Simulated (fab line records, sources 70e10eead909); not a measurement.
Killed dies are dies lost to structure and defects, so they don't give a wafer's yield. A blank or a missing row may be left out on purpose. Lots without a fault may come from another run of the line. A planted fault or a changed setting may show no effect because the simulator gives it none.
Which tool did it? | flow nand_harc | 6 lots, 18 wafers sampled, at 3 steps of a route of 1302

WHAT THE GAUGES READ, wafer by wafer
NHARC_P_ZERO_WELL_CD_MEAS_37: target cd 720 nm.
lot  | measured     | on        | cd_nm (nm)
L339 | day 2 10:21  | cd_sem-03 | 719.0 719.2 720.3
L343 | day 4 02:14  | cd_sem-01 | 720.9 719.0 719.9
L346 | day 5 08:16  | cd_sem-03 | 719.7 720.4 718.2
L348 | day 6 04:10  | cd_sem-01 | 720.4 719.3 721.4
L350 | day 7 01:08  | cd_sem-03 | 722.3 722.0 721.0
L360 | day 11 04:10 | cd_sem-01 | 717.7 717.6 717.8

WHICH TOOL RAN EACH LOT (tool, then ch and the chambers of the sampled wafers, then the start)
lot  | NHARC_P_ZERO_WELL_ETCH_63        | NHARC_P_ZERO_WELL_EXPOSE_34
L339 | rie_si-04 ch 1,2,3, day 2 07:57  | krf_scanner-04 ch 0, day 2 10:11
L343 | rie_si-04 ch 0,1,2, day 3 23:40  | krf_scanner-04 ch 0, day 4 02:05
L346 | rie_si-06 ch 0,1, day 5 05:45    | krf_scanner-03 ch 0, day 5 08:07
L348 | rie_si-02 ch 0,1, day 6 01:44    | krf_scanner-04 ch 0, day 6 04:01
L350 | rie_si-04 ch 0,1,3, day 6 22:33  | krf_scanner-03 ch 0, day 7 00:58
L360 | rie_si-04 ch 1,2,3, day 11 01:41 | krf_scanner-02 ch 0, day 11 04:00
- NHARC_P_ZERO_WELL_ETCH_63: etches the open film in HBr/Cl2, target depth 120 nm, time 40.1 s.
- NHARC_P_ZERO_WELL_EXPOSE_34: exposes mask P PWELL, target cd 720 nm.

THE ANSWER, worked out from the rows above alone
Rule: what is usual is taken from the lots themselves. Put in order of their means at a reading, lots are off if they are a third of the lots or fewer, leave a main group of 4 or more, and stand apart from it by a gap of 3 or more times the standard deviation of the main group's means; of several such gaps the widest counts. A main group whose means are all the same, to the digits that the tables above print for the reading, isn't used. A lot without any number at a reading at which 4 lots or more have one is off too. The other lots that the step has rows for count as sound.
No lot is off at any reading shown: from this, nothing can be told.

WHAT THE SIMULATOR HAD PUT IN
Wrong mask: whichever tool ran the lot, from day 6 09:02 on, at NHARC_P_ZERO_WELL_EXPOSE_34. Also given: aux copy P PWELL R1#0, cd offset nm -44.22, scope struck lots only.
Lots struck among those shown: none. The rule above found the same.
